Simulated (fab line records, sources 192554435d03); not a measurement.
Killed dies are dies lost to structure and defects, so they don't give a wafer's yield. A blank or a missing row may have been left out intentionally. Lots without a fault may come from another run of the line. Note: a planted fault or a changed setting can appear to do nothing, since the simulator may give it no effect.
fab line records	flow n5_finfet
[record] lots = 9	wafers = 26	last_day = 17
route steps=1938 shown BEOL_M4@1022
lots that met no fault: from a run of the same line without faults
start_h: start of the lot's first displayed wafer, in hours after the record's first day	wait_h: time in hours since the lot's previous step	" unchanged from the row above	L1.1+2: a row that stands for several wafers	- either no value or no given start	* or withheld: withheld	< > ~ a bound
route shown NAME@n: names a module that has steps shown in the file, with the first one's number in the route	usual: mean/standard deviation taken from wafers without a fault	same: alike in all rows	chamber/n: place in a boat	sites: per-site readings	_std_site: how widely they spread, as a standard deviation	_edge_site: outer sites' mean less inner sites'	radius_mm: how far each site lies from the wafer's centre	mask NAME#n: copy n	behind: the most recent tool/chamber to have shaped the wafer	hold: the reason the lot was held/the length of the hold in hours/how it ended	device: the transistor (n, p or np) that didn't switch	end of line: the route-end tests of the same wafers	where a step has no rows: the recipe by itself	killed: count of dies lost to structure and defects at first sort (not the wafer's yield)	map: dies across one wafer; x = killed, . = not, _ = none there
set.NAME: the setting as run; set.NAME@STEP: as run at that earlier step	model.NAME: the simulator's own value behind a step, which no gauge read
route steps across a sampled set of lots; one table per step, one row per wafer
services: from which hour (start_h, from the record's first day; less than 0 if before it) a tool's chamber was out of use, for how many hours, and why
[[steps]]
[step N5_BEOL_M4_THK_MEAS_01]
[recipe] reads = SiOC_of_BEOL_M4_ILD_DEP_00
[usual] M4_ILD_THK = 79.0/1.2
lot.wafer	tool	chamber	start_h	wait_h	M4_ILD_THK[nm]
L752.3	film_metro-01	-	159.91	0.1	77.2
L752.5	"	-	"	"	77.5
L753.1	film_metro-02	-	166.18	0.0	80.3
L753.2	"	-	"	"	80.5
L753.5	"	-	"	"	81.3
L763.1	film_metro-01	-	226.42	0.1	78.3
L763.3	"	-	"	"	78.7
L763.4	"	-	"	"	80.2
L767.1	film_metro-02	-	255.64	0.0	78.7
L767.2	"	-	"	"	77.2
L767.3	"	-	"	"	77.0
L768.2	film_metro-01	-	258.17	0.1	79.5
L768.4	"	-	"	"	80.5
L768.5	"	-	"	"	81.6
L772.2	film_metro-01	-	286.09	0.1	80.3
L772.3	"	-	"	"	79.9
L772.5	"	-	"	"	81.0
L770.1	film_metro-02	-	288.51	0.0	77.4
L770.3	"	-	"	"	79.2
L770.5	"	-	"	"	78.5
L771.1	film_metro-01	-	289.20	0.0	79.0
L771.2	"	-	"	"	79.0
L771.5	"	-	"	"	80.4
L774.2	film_metro-01	-	291.25	0.1	78.3
L774.3	"	-	"	"	80.1
L774.6	"	-	"	"	79.7
[step N5_BEOL_M4_PECVD_72]
[recipe] material = SiO2	target_thk_a = 160	temp_c = 400	precursor = TEOS/O2	pressure_torr = 5.5	rf_w = 450	teos_flow_sccm = 53.8	gas = O2	flow_sccm = 3000	time_s = 18
[usual] heater_power_w = 743/75	showerhead_plenum_p_Torr = 8.76/0.073	susceptor_temp_C = 400.01/0.22	throttle_valve_pct = 22.4/1.2
lot.wafer	tool	chamber	start_h	wait_h	heater_power_w	showerhead_plenum_p_Torr	susceptor_temp_C	throttle_valve_pct
L752.3	pecvd-02	1	159.95	0.0	864	8.61	399.94	24.3
L752.5	"	2	"	"	661	8.67	399.85	21.5
L753.1	pecvd-04	2	166.22	0.0	814	8.76	399.53	21.3
L753.2	"	0	"	"	669	8.71	400.60	22.6
L753.5	"	2	"	"	807	8.80	399.69	21.4
L763.1	pecvd-03	0	226.45	0.0	703	8.76	399.83	23.3
L763.3	"	2	"	"	728	8.81	400.09	21.0
L763.4	"	2	"	"	731	8.76	399.57	21.0
L767.1	pecvd-04	2	255.68	0.0	805	8.79	399.82	20.2
L767.2	"	0	"	"	711	8.70	400.14	22.4
L767.3	"	1	"	"	751	8.82	399.97	22.4
L768.2	pecvd-03	1	258.21	0.0	759	8.87	399.69	23.3
L768.4	"	0	"	"	808	8.73	400.24	23.6
L768.5	"	2	"	"	807	8.80	399.99	20.9
L772.2	pecvd-04	1	286.13	0.0	627	8.80	399.98	22.2
L772.3	"	2	"	"	859	8.76	400.17	20.3
L772.5	"	0	"	"	718	8.70	399.93	22.8
L770.1	pecvd-02	2	288.55	0.0	566	8.69	400.07	21.8
L770.3	"	1	"	"	767	8.63	399.99	24.6
L770.5	"	1	"	"	786	8.63	399.89	23.9
L771.1	pecvd-02	2	289.23	0.0	651	8.68	399.82	22.1
L771.2	"	0	"	"	727	8.82	399.90	21.9
L771.5	"	1	"	"	880	8.64	400.10	24.4
L774.2	pecvd-03	2	291.29	0.0	856	8.78	400.22	21.1
L774.3	"	1	"	"	689	8.89	399.88	23.3
L774.6	"	1	"	"	690	8.84	399.87	23.3
[step N5_BEOL_M4_ETCH_77]
[recipe] chemistry = N2/H2	target = underlayer	target_depth_a = 65	mask_material = CAR-EUV	time_s = 5.2	ion_energy_ev = 200	pressure_mtorr = 30	source_w = 840	bias_w = 150	n2_flow_sccm = 200	h2_flow_sccm = 200	ends = cleared
[usual] bias_w = 150.0/0.48	chamber_pressure_mTorr = 30.00/0.043	drypump_motor_current_A = 5.7/0.66	etch_rf_on_time_s = 5.19/0.12	oes_product_au = 0.70/0.069	rf_vpp_V = 522.7/2.7	showerhead_plenum_p_Torr = 2.50/0.08	throttle_valve_pct = 17.88/0.23
lot.wafer	tool	chamber	start_h	wait_h	bias_w	chamber_pressure_mTorr	drypump_motor_current_A	etch_rf_on_time_s	oes_product_au	rf_hours_counter_h	rf_vpp_V	showerhead_plenum_p_Torr	throttle_valve_pct
L752.3	rie_diel-03	0	161.83	0.0	149.4	29.96	5.0	5.14	0.76	33	525.0	2.59	17.92
L752.5	"	3	"	"	150.0	30.02	6.5	5.01	0.79	-	528.4	2.69	17.46
L753.1	rie_diel-04	1	167.90	0.0	150.3	29.98	6.1	5.07	0.75	47	521.6	2.49	17.61
L753.2	"	2	"	"	150.0	30.01	5.8	5.15	0.60	224	523.6	2.51	18.14
L753.5	"	3	"	"	149.7	30.03	5.7	5.05	0.74	-	521.7	2.46	17.93
L763.1	rie_diel-03	3	229.71	0.0	149.7	29.97	6.6	5.06	0.75	40	530.1	2.68	17.51
L763.3	"	1	"	"	150.5	29.96	6.6	5.24	0.57	246	521.6	2.41	18.36
L763.4	"	0	"	"	149.9	29.94	5.0	5.23	0.74	57	525.5	2.58	17.96
L767.1	rie_diel-06	0	258.71	0.0	-	-	-	-	-	-	-	-	-
L767.2	"	1	"	"	-	-	-	-	-	-	-	-	-
L767.3	"	3	"	"	-	-	-	-	-	-	-	-	-
L768.2	rie_diel-03	0	261.19	0.0	-	-	-	-	-	-	-	-	-
L768.4	"	2	"	"	-	-	-	-	-	-	-	-	-
L768.5	"	3	"	"	-	-	-	-	-	-	-	-	-
L772.2	rie_diel-04	0	288.42	0.0	149.6	30.09	5.5	5.32	0.61	176	520.4	2.43	17.93
L772.3	"	2	"	"	150.0	30.02	5.8	4.94	0.83	7	522.2	2.50	17.72
L772.5	"	2	"	"	149.5	30.03	5.9	4.98	0.81	-	524.6	2.50	17.71
L770.1	rie_diel-06	3	292.23	0.0	150.3	29.93	6.7	5.40	0.73	51	521.4	2.47	17.82
L770.3	"	1	"	"	149.6	30.06	4.9	5.16	0.67	132	522.1	2.45	17.96
L770.5	"	1	"	"	149.9	29.97	4.8	5.21	0.66	-	522.2	2.45	17.95
L771.1	rie_diel-03	1	292.33	0.0	150.1	30.09	6.6	5.23	0.81	7	525.3	2.73	17.94
L771.2	"	3	"	"	150.6	30.00	6.5	4.99	0.73	65	528.8	2.67	17.55
L771.5	"	1	"	"	148.5	29.95	6.6	5.21	0.80	-	527.7	2.73	17.95
L774.2	rie_diel-06	1	293.02	0.0	149.7	30.08	4.9	5.22	0.66	133	519.5	2.45	17.96
L774.3	"	3	"	"	150.3	30.00	6.7	5.35	0.74	51	522.5	2.47	17.82
L774.6	"	1	"	"	149.9	30.02	4.9	5.20	0.67	-	519.7	2.45	17.96
[step N5_BEOL_M4_STRIP_97]
[recipe] chemistry = N2/H2	time_s = 10	power_w = 450	temp_c = 40	pressure_mtorr = 20	rf_frequency_hz = 6e+07	bias_power_w = 7	n2_flow_sccm = 200	h2_flow_sccm = 200
[usual] drypump_motor_current_A = 5.7/0.56	oes_product_au = 0.81/0.084	rf_vpp_V = 58.9/0.82	showerhead_plenum_p_Torr = 2.48/0.062	throttle_valve_pct = 23.71/0.26
lot.wafer	tool	chamber	start_h	wait_h	drypump_motor_current_A	oes_product_au	rf_hours_counter_h	rf_vpp_V	showerhead_plenum_p_Torr	throttle_valve_pct
L752.3	rie_diel-06	2	-	-	5.4	0.71	219	59.0	2.42	24.13
L752.5	"	2	"	"	5.4	0.72	-	58.6	2.42	24.13
L753.1	rie_diel-04	0	-	-	5.5	0.75	137	57.5	2.44	23.72
L753.2	"	1	"	"	6.1	0.86	48	59.4	2.48	23.37
L753.5	"	1	"	"	6.1	0.86	-	58.0	2.48	23.36
L763.1	rie_diel-06	3	-	-	6.7	0.93	30	58.7	2.48	23.56
L763.3	"	0	"	"	5.2	0.82	80	60.5	2.47	23.95
L763.4	"	1	"	"	4.9	0.81	111	59.7	2.46	23.73
L768.2	rie_diel-03	3	-	-	6.5	0.87	53	58.9	2.67	23.19
L768.4	"	2	"	"	4.8	0.86	-	58.0	2.49	23.52
L768.5	"	3	"	"	6.5	0.87	-	59.7	2.67	23.19
L767.1	rie_diel-04	0	-	-	5.5	0.73	166	60.4	2.43	23.75
L767.2	"	3	"	"	5.7	0.82	97	59.2	2.44	23.79
L767.3	"	1	"	"	6.1	0.82	82	59.4	2.47	23.41
L772.2	rie_diel-04	3	-	-	5.7	0.81	107	57.8	2.44	23.80
L772.3	"	0	"	"	5.5	0.72	177	58.9	2.42	23.77
L772.5	"	2	"	"	5.9	0.94	-	58.6	2.50	23.55
L770.1	rie_diel-04	2	-	-	5.9	0.93	10	58.7	2.50	23.57
L770.3	"	0	"	"	5.5	0.72	179	58.0	2.42	23.76
L770.5	"	3	"	"	5.7	0.81	-	58.4	2.44	23.80
L771.1	rie_diel-04	0	-	-	5.5	0.71	180	58.7	2.42	23.75
L771.2	"	3	"	"	5.7	0.80	110	60.2	2.44	23.80
L771.5	"	0	"	"	5.5	0.72	-	59.3	2.42	23.77
L774.2	rie_diel-04	2	-	-	5.8	0.92	11	59.0	2.49	23.58
L774.3	"	3	"	"	5.7	0.81	110	58.6	2.44	23.80
L774.6	"	0	"	"	5.5	0.73	-	60.6	2.42	23.75
[step N5_BEOL_M4_RC_MEAS_101]
[usual] DIBL_N = 36.0/1.6	DIBL_P = 36.1/2	IOFF_N = 0.160/0.029	IOFF_P = 0.21/0.039	ION_N = 675/13	ION_P = 464/8.8	SS_N = 71.5/0.58	SS_P = 73.3/0.65	VT_N = 250/3.3	VT_P = -249/3.6
lot.wafer	tool	chamber	start_h	wait_h	DIBL_N[mV/V]	DIBL_P[mV/V]	IOFF_N[nA/um]	IOFF_P[nA/um]	ION_N[uA/um]	ION_P[uA/um]	SS_N[mV/dec]	SS_P[mV/dec]	VT_N[mV]	VT_P[mV]
L752.3	prober-01	0	169.61	0.3	37.5	36.4	0.174	0.24	666	460	71.8	74.0	251	-248
L752.5	"	0	"	"	36.0	34.5	0.149	0.21	667	460	71.1	72.7	251	-250
L753.1	prober-01	0	175.16	0.0	34.1	34.5	0.128	0.17	666	456	72.0	72.5	252	-252
L753.2	"	0	"	"	36.9	37.5	0.173	0.22	693	473	71.0	73.4	248	-248
L753.5	"	0	"	"	33.7	33.5	0.118	0.15	665	452	71.2	72.2	255	-255
L763.1	prober-02	0	238.06	0.0	35.3	34.1	0.138	0.19	681	470	70.5	73.3	251	-252
L763.3	"	0	"	"	35.9	35.1	0.154	0.20	678	472	70.8	72.9	250	-251
L763.4	"	0	"	"	36.4	35.6	0.165	0.21	694	474	72.1	73.4	247	-250
L767.1	prober-02	0	267.89	0.0	34.5	34.8	0.138	0.19	657	455	71.2	72.6	252	-250
L767.2	"	0	"	"	35.9	37.2	0.166	0.25	673	467	71.7	73.0	249	-246
L767.3	"	0	"	"	35.9	36.8	0.171	0.23	682	470	71.7	73.5	246	-249
L768.2	prober-01	0	268.24	0.2	37.1	38.1	0.203	0.22	685	463	71.5	73.6	245	-248
L768.4	"	0	"	"	35.7	36.5	0.154	0.20	661	463	71.4	73.8	248	-248
L768.5	"	0	"	"	34.8	35.1	0.144	0.18	670	455	70.7	72.9	250	-253
L772.2	prober-02	0	294.61	0.2	31.8	33.0	0.115	0.18	667	461	70.8	72.4	256	-250
L772.3	"	0	"	"	32.8	34.9	0.123	0.21	663	468	71.1	73.2	254	-246
L772.5	"	0	"	"	35.6	37.3	0.171	0.24	681	471	71.3	73.8	249	-247
L770.1	prober-01	0	297.94	0.0	34.8	34.0	0.146	0.17	687	463	70.9	72.3	247	-252
L770.3	"	0	"	"	36.2	35.5	0.154	0.20	681	469	71.5	73.7	248	-250
L770.5	"	0	"	"	36.8	35.9	0.174	0.21	699	468	71.2	73.0	247	-250
L771.1	prober-02	0	301.11	0.0	35.4	35.1	0.146	0.20	695	478	71.2	72.2	249	-251
L771.2	"	0	"	"	36.8	36.5	0.159	0.22	675	466	71.7	73.2	251	-248
L771.5	"	0	"	"	38.6	39.2	0.210	0.27	706	479	72.0	74.0	247	-247
L774.2	prober-01	0	302.01	0.2	37.1	39.3	0.192	0.30	682	472	70.9	74.7	245	-242
L774.3	"	0	"	"	37.2	38.6	0.181	0.27	677	469	72.6	73.8	247	-246
L774.6	"	0	"	"	38.8	40.2	0.234	0.31	687	468	72.1	74.1	244	-242
[[services]]
tool	chamber	start_h	hours	kind
rie_diel-04	0	148.13	8.1	repair
pecvd-03	1	181.93	7.5	repair
pecvd-04	2	202.40	-	clean
pecvd-04	2	202.40	-	consumable_replace:showerhead
pecvd-04	2	202.40	29.0	scheduled_down
pecvd-04	2	202.40	29.0	vent_cycle
pecvd-03	0	215.13	5.5	scheduled_down
pecvd-02	-	226.68	1.2	repair
pecvd-04	-	229.27	2.6	repair
rie_diel-04	2	239.29	-	clean
rie_diel-04	2	239.29	-	consumable_replace:focus_ring
rie_diel-04	2	239.29	25.0	scheduled_down
rie_diel-04	2	239.29	25.0	vent_cycle
rie_diel-03	1	241.09	-	clean
rie_diel-03	1	241.09	-	consumable_replace:focus_ring
rie_diel-03	1	241.09	-	consumable_replace:showerhead
rie_diel-06	2	243.08	8.3	repair
pecvd-04	1	255.80	14.1	repair
rie_diel-06	2	268.31	-	clean
rie_diel-06	2	268.31	-	consumable_replace:focus_ring
rie_diel-06	2	268.31	-	consumable_replace:showerhead
rie_diel-06	2	268.31	28.1	scheduled_down
rie_diel-06	2	268.31	28.1	vent_cycle
rie_diel-04	3	281.53	2.6	repair
[[key]]
[first_sign] step = N5_BEOL_M4_ETCH_77	reading = tool_record	direction = missing
effect none on later readings
met_at N5_BEOL_M4_ETCH_77
struck_lots L767,L768
not_acting_at N5_BEOL_M4_THK_MEAS_01,N5_BEOL_M4_PECVD_72,N5_BEOL_M4_STRIP_97
onset_between 229.71 258.71
[fault] kind = skipped_step_whole	tool = rie_diel-03,rie_diel-06	chamber = -	onset_h = 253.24	steps = N5_BEOL_M4_ETCH_77	scope = struck_lots_only
